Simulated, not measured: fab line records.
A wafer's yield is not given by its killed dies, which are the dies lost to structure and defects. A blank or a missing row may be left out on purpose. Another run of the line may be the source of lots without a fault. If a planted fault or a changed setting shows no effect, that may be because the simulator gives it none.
fab line records	flow nandHarc
[record] lots = 24	wafers = 72	lastDay = 34
route steps=1302 shown A_CONTACT@983
lots with no fault: from the same line, run without faults
startH: the number of hours between the record's first day and the start of the first shown wafer of the lot	waitH: how many hours have passed since the lot's step before this one	" identical to the entry in the row above	L1.1+2: a row that stands for several wafers	- no value, or no start was given	* or withheld: withheld	< > ~ a bound
route shown NAME@n: a module of which the file shows steps, and the number in the route of the first	usual: mean and standard deviation over wafers with no fault	same: alike in all rows	chamber/n: place in a boat	sites: per-site readings	_std_site: standard deviation of those values	_edge_site: mean of outer sites minus mean of inner sites	radiusMm: how far each site lies from the wafer's centre	mask NAME#n: copy n	behind: the most recent tool/chamber to have shaped the wafer	hold: why the lot went on hold/how many hours it stayed there/how the hold came to an end	device: which transistor (n, p or np) failed to switch	end of line: the route-end tests of the same wafers	for a step that has no rows: nothing shown but its recipe	killed: count of dies lost to structure and defects at first sort (not the wafer's yield)	map: dies across one wafer; x = killed, . = not, _ = none there
set.NAME: the setting the step ran with; set.NAME@STEP: the setting that earlier step ran with	model.NAME: the simulator's own value behind a step, which no gauge read
a sample of lots followed through the steps of the route, with each step as a table and each wafer as a row
services: when a tool's chamber went out of use (startH, in hours from the record's first day, below 0 if earlier), for how many hours, and the reason
[[steps]]
[step NHARC_A_CONTACT_DEP_24]
[recipe] targetThkA = 5000	tempC = 400	pressureTorr = 6.5	rfW = 900	teosFlowSccm = 161.4	flowSccm = 2650	targetThkNm = 500	gas = O2	material = SiO2
[usual] heaterPowerW = 527/74	throttleValvePct = 15.8/0.42
lot.wafer	tool	chamber	startH	waitH	heaterPowerW	throttleValvePct
L075.3	pecvd-02	2	500.77	0.1	573	15.4
L075.2	"	1	"	"	457	14.9
L075.4	"	1	"	"	512	14.8
L077.1	pecvd-02	0	504.33	0.3	512	15.4
L077.5	"	2	"	"	622	15.2
L077.6	"	0	"	"	521	15.3
L074.5	pecvd-04	0	504.35	0.4	470	15.7
L074.4	"	1	"	"	473	16.7
L074.6	"	2	"	"	744	15.8
L076.3	pecvd-03	1	507.97	0.1	516	15.8
L076.2	"	2	"	"	570	15.3
L076.6	"	1	"	"	544	15.5
L078.1	pecvd-02	0	519.20	0.1	541	15.4
L078.4	"	2	"	"	588	15.3
L078.6	"	0	"	"	405	15.3
L079.1	pecvd-03	1	519.52	0.3	490	15.8
L079.5	"	0	"	"	459	15.9
L079.4	"	1	"	"	523	15.9
L080.4	pecvd-04	2	542.57	0.2	724	16.1
L080.6	"	0	"	"	410	15.6
L080.5	"	1	"	"	587	16.6
L081.3	pecvd-03	1	564.44	0.1	501	15.6
L081.6	"	1	"	"	524	15.7
L081.4	"	0	"	"	412	15.8
L083.2	pecvd-03	1	574.75	0.1	531	15.7
L083.6	"	1	"	"	388	15.8
L083.5	"	0	"	"	480	15.7
L082.2	pecvd-02	1	574.82	0.1	558	15.1
L082.5	"	1	"	"	430	15.1
L082.4	"	2	"	"	518	15.2
L086.1	pecvd-03	2	588.60	0.1	559	15.5
L086.4	"	1	"	"	459	15.8
L086.6	"	0	"	"	503	15.8
L084.2	pecvd-03	2	596.11	0.1	511	15.9
L084.1	"	0	"	"	465	16.1
L084.5	"	2	"	"	548	15.8
L085.3	pecvd-04	2	596.16	0.1	593	16.0
L085.6	"	2	"	"	647	16.0
L085.5	"	0	"	"	488	16.2
L087.2	pecvd-04	0	623.46	0.1	504	16.4
L087.5	"	0	"	"	501	15.9
L087.6	"	1	"	"	601	17.2
L089.2	pecvd-03	2	643.08	0.1	570	16.0
L089.3	"	0	"	"	528	15.6
L089.4	"	0	"	"	539	15.7
L088.2	pecvd-02	1	647.17	0.1	508	15.1
L088.3	"	2	"	"	638	15.2
L088.1	"	0	"	"	463	15.3
L090.1	pecvd-03	1	651.18	0.1	427	16.1
L090.2	"	2	"	"	520	15.7
L090.4	"	2	"	"	548	15.6
L093.2	pecvd-04	2	668.09	0.1	588	16.0
L093.1	"	0	"	"	620	16.0
L093.5	"	1	"	"	459	16.1
L094.3	pecvd-03	2	668.38	0.2	476	15.7
L094.4	"	1	"	"	495	16.1
L094.6	"	2	"	"	510	15.9
L092.2	pecvd-04	0	671.43	0.1	593	16.3
L092.3	"	1	"	"	616	16.3
L092.5	"	0	"	"	602	16.1
L091.3	pecvd-03	1	674.73	0.1	432	15.9
L091.4	"	0	"	"	396	16.0
L091.5	"	2	"	"	547	15.7
L095.4	pecvd-02	2	698.24	0.2	648	15.7
L095.5	"	0	"	"	385	15.4
L095.6	"	1	"	"	528	15.0
L097.1	pecvd-03	0	719.39	0.2	461	16.0
L097.6	"	1	"	"	441	16.1
L097.4	"	0	"	"	498	16.1
L096.3	pecvd-03	2	722.43	0.1	471	16.1
L096.6	"	0	"	"	447	16.2
L096.4	"	1	"	"	525	15.9
[step NHARC_A_CONTACT_OVL_MEAS_43]
[usual] overlayXNm = -0.1/0.88	overlayYNm = 0.1/0.82
lot.wafer	tool	chamber	startH	waitH	overlayXNm	overlayYNm
L075.2	overlay-01	-	506.46	-	0.2	0.2
L075.3	"	-	"	"	-0.1	-0.1
L075.4	"	-	"	"	-0.4	0.4
L074.4	overlay-01	-	511.43	-	0.2	-0.3
L074.5	"	-	"	"	0.3	0.3
L074.6	"	-	"	"	-0.6	0.1
L077.1	overlay-01	-	511.76	-	-3.0	-0.9
L077.5	"	-	"	"	-2.4	-0.9
L077.6	"	-	"	"	-2.7	-0.7
L076.2	overlay-02	-	513.70	-	0.7	0.2
L076.3	"	-	"	"	0.9	-0.1
L076.6	"	-	"	"	0.4	0.2
L078.1	overlay-01	-	527.53	-	0.5	0.8
L078.4	"	-	"	"	0.7	0.4
L078.6	"	-	"	"	1.0	0.8
L079.1	overlay-02	-	528.03	-	0.1	0.2
L079.4	"	-	"	"	-0.4	0.2
L079.5	"	-	"	"	-0.1	0.1
L080.4	overlay-01	-	548.05	-	-1.0	0.6
L080.5	"	-	"	"	-0.6	0.0
L080.6	"	-	"	"	-1.1	-0.1
L081.3	overlay-02	-	570.26	-	-0.5	0.3
L081.4	"	-	"	"	-0.1	0.4
L081.6	"	-	"	"	-0.6	0.0
L082.2	overlay-01	-	580.46	-	0.5	-0.2
L082.4	"	-	"	"	-0.2	0.5
L082.5	"	-	"	"	0.6	-0.3
L083.2	overlay-02	-	580.61	-	0.8	-1.1
L083.5	"	-	"	"	0.4	-0.8
L083.6	"	-	"	"	-0.5	-1.1
L086.1	overlay-01	-	597.70	-	-0.1	0.1
L086.4	"	-	"	"	-0.1	-0.5
L086.6	"	-	"	"	-0.6	-0.3
L084.1	overlay-02	-	601.95	-	0.0	-1.2
L084.2	"	-	"	"	-0.1	-1.9
L084.5	"	-	"	"	-0.1	-1.7
L085.3	overlay-02	-	602.76	-	-0.7	0.7
L085.5	"	-	"	"	0.1	0.4
L085.6	"	-	"	"	-0.4	1.0
L087.2	overlay-02	-	632.08	-	0.8	-0.8
L087.5	"	-	"	"	0.8	0.0
L087.6	"	-	"	"	0.8	-0.4
L089.2	overlay-01	-	648.70	-	0.7	1.3
L089.3	"	-	"	"	0.2	0.9
L089.4	"	-	"	"	-0.4	0.9
L088.1	overlay-02	-	652.80	-	0.2	1.3
L088.2	"	-	"	"	0.2	1.1
L088.3	"	-	"	"	0.2	1.4
L090.1	overlay-02	-	656.94	-	-1.1	-1.0
L090.2	"	-	"	"	-0.7	-0.3
L090.4	"	-	"	"	-1.3	-0.9
L093.1	overlay-02	-	673.72	-	-0.6	-0.4
L093.2	"	-	"	"	-1.1	0.6
L093.5	"	-	"	"	-1.0	0.2
L094.3	overlay-01	-	674.05	-	1.0	1.0
L094.4	"	-	"	"	1.6	1.4
L094.6	"	-	"	"	1.2	1.3
L092.2	overlay-01	-	679.78	-	0.5	-0.3
L092.3	"	-	"	"	0.7	0.0
L092.5	"	-	"	"	0.8	-0.9
L091.3	overlay-02	-	683.70	-	0.8	-0.2
L091.4	"	-	"	"	0.8	-0.2
L091.5	"	-	"	"	1.1	-0.1
L095.4	overlay-01	-	703.89	-	0.8	1.1
L095.5	"	-	"	"	0.7	1.2
L095.6	"	-	"	"	0.6	1.3
L097.1	overlay-02	-	724.77	-	-1.1	-0.2
L097.4	"	-	"	"	-0.9	0.8
L097.6	"	-	"	"	-0.9	0.6
L096.3	overlay-01	-	728.15	-	-1.0	0.8
L096.4	"	-	"	"	-0.3	1.4
L096.6	"	-	"	"	-0.7	0.9
[step NHARC_A_CONTACT_DESCUM_47]
[recipe] timeS = 3	o2FlowSccm = 200	arFlowSccm = 0	biasPowerW = 0	chemistry = O2
[usual] drypumpMotorCurrentA = 5.9/0.42	oesProductAu = 1.000/0.01	rfVppV = 57.6/0.91	showerheadPlenumPTorr = 1.90/0.096	throttleValvePct = 11.312/0.0083
lot.wafer	tool	chamber	startH	waitH	drypumpMotorCurrentA	oesProductAu	rfHoursCounterH	rfVppV	showerheadPlenumPTorr	throttleValvePct
L075.4	rieDiel-11	1	506.57	0.1	6.1	0.979	3	57.0	1.94	11.302
L075.2	"	2	"	"	5.9	1.010	3	56.8	1.80	11.296
L075.3	"	3	"	"	6.6	0.995	4	56.9	2.02	11.306
L074.4	rieDiel-11	3	511.54	0.1	6.6	1.015	4	58.7	2.02	11.312
L074.5	"	1	"	"	6.1	0.988	-	58.3	1.94	11.310
L074.6	"	2	"	"	5.9	1.011	-	56.9	1.80	11.317
L077.1	rieDiel-04	1	511.88	0.1	5.9	1.004	43	58.1	1.82	11.309
L077.6	"	3	"	"	6.1	0.993	-	56.7	1.77	11.310
L077.5	"	0	"	"	5.6	1.005	-	57.0	1.79	11.302
L076.3	rieDiel-06	0	513.79	0.1	5.2	0.994	3	57.5	1.91	11.318
L076.2	"	2	"	"	6.2	0.997	3	57.1	1.83	11.315
L076.6	"	1	"	"	6.0	1.003	-	56.8	1.97	11.312
L078.1	rieDiel-04	2	527.63	0.1	6.1	0.991	51	55.3	1.80	11.308
L078.4	"	0	"	"	5.6	1.000	50	58.1	1.79	11.319
L078.6	"	3	"	"	6.1	0.998	-	57.4	1.77	11.323
L079.1	rieDiel-11	2	528.12	0.1	5.9	1.014	8	56.4	1.80	11.322
L079.4	"	1	"	"	6.1	0.983	7	57.1	1.94	11.322
L079.5	"	2	"	"	5.9	1.007	-	57.7	1.80	11.306
L080.4	rieDiel-04	3	548.17	0.1	6.1	0.997	1	60.3	2.08	11.304
L080.5	"	0	"	"	5.6	1.011	-	57.2	1.79	11.313
L080.6	"	1	"	"	5.9	1.011	-	57.0	1.82	11.296
L081.4	rieDiel-11	3	570.35	0.1	6.6	1.000	17	56.9	2.02	11.310
L081.3	"	2	"	"	5.9	1.000	16	56.8	1.80	11.308
L081.6	"	0	"	"	5.2	0.994	-	57.0	1.94	11.314
L082.4	rieDiel-11	2	580.57	0.1	5.9	0.987	17	58.2	1.80	11.306
L082.2	"	3	"	"	6.6	0.991	18	56.0	2.02	11.314
L082.5	"	2	"	"	5.9	0.997	-	56.5	1.80	11.293
L083.2	rieDiel-11	1	580.74	0.1	6.1	0.987	16	58.9	1.94	11.307
L083.6	"	2	"	"	5.9	0.998	-	57.1	1.80	11.325
L083.5	"	3	"	"	6.6	1.003	-	58.5	2.02	11.306
L086.1	rieDiel-11	2	597.80	0.1	5.9	1.014	22	56.7	1.80	11.314
L086.4	"	1	"	"	6.1	0.989	21	57.9	1.94	11.310
L086.6	"	3	"	"	6.6	1.004	-	58.3	2.02	11.312
L084.2	rieDiel-06	1	602.04	0.1	6.0	1.011	35	59.2	1.96	11.312
L084.1	"	0	"	"	5.2	0.982	26	58.5	1.90	11.318
L084.5	"	2	"	"	6.2	1.004	-	58.1	1.82	11.306
L085.3	rieDiel-04	2	602.88	0.1	6.1	0.991	19	57.0	1.80	11.316
L085.5	"	3	"	"	6.1	0.999	-	59.4	2.07	11.310
L085.6	"	0	"	"	5.7	0.999	-	56.8	1.78	11.303
L087.2	rieDiel-04	3	632.19	0.1	6.1	1.017	24	57.8	2.07	11.306
L087.6	"	1	"	"	6.0	1.013	-	56.3	1.81	11.314
L087.5	"	2	"	"	6.2	1.009	-	57.9	1.79	11.325
L089.2	rieDiel-04	2	648.81	0.1	6.1	1.001	33	56.8	1.79	11.310
L089.3	"	0	"	"	5.6	1.005	36	57.1	1.78	11.310
L089.4	"	1	"	"	6.0	1.013	-	56.2	1.81	11.323
L088.3	rieDiel-04	1	652.90	0.1	5.9	1.013	38	56.9	1.81	11.314
L088.1	"	2	"	"	6.1	0.988	35	57.9	1.79	11.327
L088.2	"	0	"	"	5.7	1.008	37	56.7	1.77	11.319
L090.4	rieDiel-11	0	657.04	0.1	5.2	1.010	0	56.9	1.94	11.326
L090.2	"	1	"	"	6.1	1.001	0	57.4	1.93	11.314
L090.1	"	2	"	"	5.9	1.008	0	57.1	1.80	11.313
L093.2	rieDiel-06	2	673.83	0.1	6.2	0.977	0	57.3	1.82	11.304
L093.1	"	3	"	"	5.8	0.989	0	57.5	2.04	11.315
L093.5	"	0	"	"	5.2	0.981	-	58.9	1.89	11.325
L094.3	rieDiel-11	3	674.14	0.1	6.6	0.994	4	57.0	2.01	11.318
L094.4	"	1	"	"	6.1	0.982	5	59.0	1.93	11.316
L094.6	"	3	"	"	6.6	0.987	-	57.9	2.01	11.313
L092.2	rieDiel-11	0	679.89	0.1	5.1	0.998	8	59.0	1.94	11.315
L092.3	"	1	"	"	6.1	0.983	8	58.7	1.93	11.310
L092.5	"	3	"	"	6.6	0.985	-	58.2	2.01	11.330
L091.4	rieDiel-11	2	683.80	0.1	5.9	1.011	7	56.6	1.79	11.310
L091.3	"	0	"	"	5.1	0.997	9	58.6	1.94	11.300
L091.5	"	2	"	"	5.9	1.005	-	57.4	1.80	11.317
L095.4	rieDiel-06	0	703.99	0.1	5.1	1.008	10	58.5	1.89	11.303
L095.6	"	0	"	"	5.2	1.004	-	58.6	1.89	11.307
L095.5	"	1	"	"	6.0	1.014	-	59.7	1.95	11.319
L097.4	rieDiel-04	0	724.88	0.1	5.7	1.003	2	58.1	2.08	11.318
L097.1	"	1	"	"	6.0	1.018	2	57.4	1.80	11.309
L097.6	"	2	"	"	6.2	1.012	-	56.9	1.78	11.303
L096.4	rieDiel-06	0	728.25	0.1	5.2	1.000	18	57.9	1.89	11.318
L096.3	"	1	"	"	6.0	1.018	21	58.8	1.95	11.313
L096.6	"	1	"	"	6.0	1.006	-	57.9	1.95	11.318
[step NHARC_A_CONTACT_ETCH_51]
[recipe] targetDepthA = 70000	overEtchFrac = 0.3	timeS = 1820	ionEnergyEv = 150	o2FlowSccm = 400	cosFlowSccm = 20	arFlowSccm = 0	rfW = 500	biasW = 300	chemistry = O2/COS
[usual] drypumpMotorCurrentA = 5.9/0.42	oesProductAu = 1.000/0.01	rfVppV = 313.8/2.2	showerheadPlenumPTorr = 3.10/0.15	throttleValvePct = 28.330/0.009
lot.wafer	tool	chamber	startH	waitH	drypumpMotorCurrentA	oesProductAu	rfHoursCounterH	rfVppV	showerheadPlenumPTorr	throttleValvePct
L075.4	rieDiel-11	0	-	-	5.2	1.000	3	314.5	3.18	28.322
L075.3	"	1	"	"	6.1	0.996	3	314.3	3.17	28.316
L075.2	"	3	"	"	6.6	1.010	4	316.6	3.29	28.337
L074.4	rieDiel-11	1	-	-	6.1	0.990	5	314.9	3.17	28.337
L074.6	"	3	"	"	6.6	1.004	-	315.7	3.29	28.336
L074.5	"	0	"	"	5.2	1.013	-	315.2	3.17	28.340
L077.1	rieDiel-04	1	-	-	6.0	0.993	43	312.3	2.98	28.333
L077.5	"	0	"	"	5.7	1.013	-	313.7	2.93	28.325
L077.6	"	1	"	"	6.0	1.002	-	312.3	2.98	28.320
L076.3	rieDiel-06	1	-	-	6.0	1.009	3	315.6	3.21	28.310
L076.2	"	2	"	"	6.2	0.992	4	313.5	3.00	28.330
L076.6	"	3	"	"	5.8	1.002	-	319.1	3.34	28.323
L078.4	rieDiel-04	3	-	-	6.1	1.004	56	311.5	2.89	28.338
L078.1	"	0	"	"	5.7	1.011	51	311.8	2.93	28.330
L078.6	"	3	"	"	6.1	0.998	-	310.5	2.89	28.329
L079.4	rieDiel-11	1	-	-	6.1	0.970	7	313.9	3.16	28.334
L079.1	"	0	"	"	5.2	0.997	10	315.8	3.17	28.343
L079.5	"	2	"	"	5.9	1.006	-	312.1	2.95	28.319
L080.4	rieDiel-04	2	-	-	6.2	0.994	2	311.8	2.95	28.333
L080.6	"	1	"	"	6.0	1.012	-	312.7	2.98	28.320
L080.5	"	2	"	"	6.1	1.002	-	312.9	2.95	28.342
L081.4	rieDiel-11	1	-	-	6.1	0.993	15	314.9	3.16	28.329
L081.3	"	2	"	"	5.9	1.002	17	311.1	2.95	28.344
L081.6	"	1	"	"	6.1	0.986	-	314.9	3.16	28.336
L082.4	rieDiel-11	1	-	-	6.1	0.990	17	315.8	3.16	28.340
L082.2	"	2	"	"	5.9	1.002	18	311.8	2.95	28.339
L082.5	"	1	"	"	6.1	0.995	-	314.0	3.16	28.320
L083.2	rieDiel-11	0	-	-	5.2	0.995	20	314.4	3.17	28.307
L083.6	"	3	"	"	6.6	1.007	-	317.0	3.28	28.319
L083.5	"	0	"	"	5.2	0.994	-	312.5	3.17	28.343
L086.1	rieDiel-11	3	-	-	6.6	1.005	23	316.7	3.28	28.327
L086.4	"	1	"	"	6.1	0.987	22	315.2	3.16	28.334
L086.6	"	0	"	"	5.2	1.002	-	315.5	3.17	28.334
L084.1	rieDiel-06	2	-	-	6.2	1.000	36	311.2	2.98	28.333
L084.2	"	3	"	"	5.8	1.002	32	317.8	3.33	28.322
L084.5	"	0	"	"	5.2	0.972	-	312.6	3.10	28.333
L085.3	rieDiel-04	3	-	-	6.1	0.999	18	318.2	3.36	28.329
L085.6	"	1	"	"	6.0	1.012	-	311.1	2.97	28.321
L085.5	"	2	"	"	6.1	0.997	-	314.6	2.94	28.334
L087.2	rieDiel-04	0	-	-	5.7	1.006	29	311.5	2.91	28.329
L087.6	"	3	"	"	6.1	1.010	-	318.3	3.36	28.341
L087.5	"	0	"	"	5.7	1.010	-	312.2	2.91	28.335
L089.3	rieDiel-04	0	-	-	5.7	1.008	36	310.7	2.91	28.336
L089.2	"	1	"	"	5.9	1.003	37	312.3	2.96	28.339
L089.4	"	1	"	"	6.0	1.007	-	312.5	2.96	28.345
L088.1	rieDiel-04	0	-	-	5.6	1.007	38	309.7	2.91	28.327
L088.3	"	1	"	"	6.0	1.014	38	310.6	2.96	28.334
L088.2	"	2	"	"	6.2	0.978	36	311.3	2.94	28.338
L090.1	rieDiel-11	0	-	-	5.1	1.016	1	314.0	3.16	28.314
L090.4	"	1	"	"	6.1	0.989	1	314.2	3.15	28.332
L090.2	"	2	"	"	5.9	1.007	0	310.2	2.94	28.332
L093.2	rieDiel-06	0	-	-	5.2	0.998	1	314.6	3.09	28.339
L093.1	"	2	"	"	6.2	0.982	1	312.3	2.98	28.343
L093.5	"	3	"	"	5.8	1.003	-	317.2	3.32	28.323
L094.3	rieDiel-11	1	-	-	6.1	0.989	6	313.4	3.15	28.331
L094.4	"	3	"	"	6.6	0.993	5	314.9	3.28	28.333
L094.6	"	1	"	"	6.1	0.988	-	313.8	3.15	28.318
L092.2	rieDiel-11	2	-	-	5.9	1.008	7	312.4	2.94	28.326
L092.3	"	3	"	"	6.6	0.987	6	317.1	3.28	28.331
L092.5	"	1	"	"	6.1	0.983	-	314.6	3.15	28.336
L091.3	rieDiel-11	2	-	-	5.9	1.002	8	311.8	2.94	28.350
L091.4	"	0	"	"	5.2	1.000	9	315.3	3.16	28.329
L091.5	"	3	"	"	6.6	0.990	-	316.6	3.28	28.329
L095.4	rieDiel-06	2	-	-	6.2	0.981	13	312.8	2.97	28.326
L095.6	"	2	"	"	6.2	0.979	-	313.2	2.97	28.334
L095.5	"	3	"	"	5.8	0.991	-	317.7	3.31	28.324
L097.4	rieDiel-04	3	-	-	6.1	0.997	2	317.2	3.35	28.337
L097.1	"	0	"	"	5.7	1.012	2	316.2	3.37	28.325
L097.6	"	3	"	"	6.1	1.007	-	317.7	3.35	28.333
L096.3	rieDiel-06	0	-	-	5.1	1.017	18	311.7	3.08	28.326
L096.4	"	2	"	"	6.2	0.983	23	311.5	2.96	28.316
L096.6	"	1	"	"	6.0	1.011	-	315.5	3.17	28.330
[step NHARC_A_CONTACT_ETCH_111]
[recipe] sourceW = withheld	pressureMtorr = 20	biasV = withheld	timeS = 140	targetDepthA = 7000	arFlowSccm = withheld	c4f8FlowSccm = withheld	o2FlowSccm = withheld	chemistry = C4F8/O2/Ar
lot.wafer	tool	chamber	startH	waitH	rfHoursCounterH
L075.2	harCapEtch-03	1	508.38	-	41
L075.3	"	1	"	"	-
L075.4	"	0	"	"	-
L074.4	harCapEtch-02	0	513.45	-	-
L074.6	"	1	"	"	-
L074.5	"	0	"	"	-
L077.1	harCapEtch-03	1	514.04	-	44
L077.5	"	1	"	"	-
L077.6	"	0	"	"	-
L076.2	harCapEtch-01	1	515.65	-	0
L076.3	"	0	"	"	-
L076.6	"	0	"	"	-
L078.1	harCapEtch-03	0	529.45	-	48
L078.4	"	1	"	"	-
L078.6	"	1	"	"	-
L079.1	harCapEtch-01	1	530.12	-	4
L079.4	"	0	"	"	-
L079.5	"	1	"	"	-
L080.4	harCapEtch-03	0	550.13	-	-
L080.5	"	1	"	"	-
L080.6	"	0	"	"	-
L081.4	harCapEtch-01	1	572.29	-	-
L081.3	"	0	"	"	-
L081.6	"	1	"	"	-
L082.2	harCapEtch-02	1	582.57	-	94
L082.4	"	0	"	"	-
L082.5	"	0	"	"	-
L083.2	harCapEtch-03	1	583.46	-	57
L083.5	"	0	"	"	-
L083.6	"	1	"	"	-
L086.1	harCapEtch-02	1	599.66	-	98
L086.4	"	1	"	"	-
L086.6	"	0	"	"	-
L084.1	harCapEtch-01	1	603.85	-	17
L084.2	"	0	"	"	17
L084.5	"	1	"	"	-
L085.3	harCapEtch-03	0	604.79	-	-
L085.6	"	1	"	"	-
L085.5	"	0	"	"	-
L087.2	harCapEtch-01	0	634.04	-	22
L087.6	"	1	"	"	-
L087.5	"	0	"	"	-
L089.2	harCapEtch-02	0	651.00	-	105
L089.3	"	0	"	"	-
L089.4	"	1	"	"	-
L088.1	harCapEtch-03	1	655.09	-	69
L088.2	"	0	"	"	69
L088.3	"	0	"	"	-
L090.1	harCapEtch-01	1	658.86	-	26
L090.2	"	0	"	"	26
L090.4	"	0	"	"	-
L093.2	harCapEtch-03	0	675.77	-	73
L093.1	"	1	"	"	73
L093.5	"	0	"	"	-
L094.3	harCapEtch-02	1	676.04	-	-
L094.4	"	0	"	"	-
L094.6	"	1	"	"	-
L092.2	harCapEtch-01	0	681.73	-	31
L092.3	"	1	"	"	-
L092.5	"	0	"	"	-
L091.3	harCapEtch-02	0	685.70	-	-
L091.4	"	1	"	"	-
L091.5	"	0	"	"	-
L095.4	harCapEtch-02	0	706.00	-	-
L095.6	"	1	"	"	-
L095.5	"	0	"	"	-
L097.1	harCapEtch-03	0	726.72	-	83
L097.4	"	1	"	"	-
L097.6	"	0	"	"	-
L096.3	harCapEtch-01	1	730.14	-	-
L096.4	"	0	"	"	-
L096.6	"	1	"	"	-
[step NHARC_A_CONTACT_ETCH_113]
[recipe] sourceW = withheld	pressureMtorr = 20	biasV = 3000	timeS = 190	targetDepthA = 18500	arFlowSccm = withheld	c4f8FlowSccm = withheld	o2FlowSccm = withheld	chemistry = C4F8/O2/Ar
lot.wafer	tool	chamber	startH	waitH	rfHoursCounterH
L075.2	harCapEtch-03	1	508.75	0.1	42
L075.3	"	1	"	"	-
L075.4	"	0	"	"	-
L074.4	harCapEtch-02	0	513.81	0.1	-
L074.6	"	1	"	"	-
L074.5	"	0	"	"	-
L077.1	harCapEtch-03	1	514.42	0.1	44
L077.5	"	1	"	"	-
L077.6	"	0	"	"	-
L076.2	harCapEtch-01	1	516.02	0.1	0
L076.3	"	0	"	"	-
L076.6	"	0	"	"	-
L078.1	harCapEtch-03	0	529.94	0.2	48
L078.4	"	1	"	"	-
L078.6	"	1	"	"	-
L079.1	harCapEtch-01	1	530.48	0.1	4
L079.4	"	0	"	"	-
L079.5	"	1	"	"	-
L080.4	harCapEtch-03	0	550.49	0.1	-
L080.5	"	1	"	"	-
L080.6	"	0	"	"	-
L081.4	harCapEtch-01	1	572.93	0.3	-
L081.3	"	0	"	"	-
L081.6	"	1	"	"	-
L082.2	harCapEtch-02	1	582.94	0.1	95
L082.4	"	0	"	"	-
L082.5	"	0	"	"	-
L083.2	harCapEtch-03	1	583.82	0.1	57
L083.5	"	0	"	"	-
L083.6	"	1	"	"	-
L086.1	harCapEtch-02	1	600.03	0.1	99
L086.4	"	1	"	"	-
L086.6	"	0	"	"	-
L084.1	harCapEtch-01	1	604.22	0.1	17
L084.2	"	0	"	"	17
L084.5	"	1	"	"	-
L085.3	harCapEtch-03	0	605.14	0.1	-
L085.6	"	1	"	"	-
L085.5	"	0	"	"	-
L087.2	harCapEtch-01	0	634.40	0.1	22
L087.6	"	1	"	"	-
L087.5	"	0	"	"	-
L089.2	harCapEtch-02	0	651.37	0.1	105
L089.3	"	0	"	"	-
L089.4	"	1	"	"	-
L088.1	harCapEtch-03	1	655.58	0.2	69
L088.2	"	0	"	"	69
L088.3	"	0	"	"	-
L090.1	harCapEtch-01	1	659.23	0.1	26
L090.2	"	0	"	"	26
L090.4	"	0	"	"	-
L093.2	harCapEtch-03	0	676.14	0.1	73
L093.1	"	1	"	"	73
L093.5	"	0	"	"	-
L094.3	harCapEtch-02	1	676.40	0.1	-
L094.4	"	0	"	"	-
L094.6	"	1	"	"	-
L092.2	harCapEtch-01	0	682.09	0.1	31
L092.3	"	1	"	"	-
L092.5	"	0	"	"	-
L091.3	harCapEtch-02	0	686.06	0.1	-
L091.4	"	1	"	"	-
L091.5	"	0	"	"	-
L095.4	harCapEtch-02	0	706.47	0.2	-
L095.6	"	1	"	"	-
L095.5	"	0	"	"	-
L097.1	harCapEtch-03	0	727.08	0.1	83
L097.4	"	1	"	"	-
L097.6	"	0	"	"	-
L096.3	harCapEtch-01	1	730.50	0.1	-
L096.4	"	0	"	"	-
L096.6	"	1	"	"	-
[[services]]
tool	chamber	startH	hours	kind
rieDiel-06	-	485.34	9.0	pm
pecvd-03	-	495.57	1.1	repair
harCapEtch-01	-	497.00	17.0	pm
rieDiel-04	2	506.47	6.2	repair
rieDiel-11	1	522.40	4.4	repair
rieDiel-06	0	524.67	9.9	repair
rieDiel-04	-	532.18	9.0	pm
pecvd-03	-	547.41	13.0	pm
rieDiel-06	1	551.05	2.3	repair
rieDiel-11	1	553.53	7.1	repair
pecvd-04	0	562.97	4.6	repair
rieDiel-06	0	565.19	10.4	repair
rieDiel-06	2	589.06	6.9	repair
rieDiel-06	1	611.16	8.6	repair
harCapEtch-01	-	613.18	0.6	repair
harCapEtch-02	-	614.61	1.6	repair
rieDiel-04	2	633.68	5.4	repair
rieDiel-11	-	646.03	9.0	pm
rieDiel-04	3	648.56	46.2	repair
rieDiel-06	-	662.38	9.0	pm
rieDiel-06	0	707.48	1.6	repair
rieDiel-04	-	709.18	9.0	pm
harCapEtch-01	-	722.72	5.7	repair
pecvd-03	-	728.41	13.0	pm
[[key]]
fault none
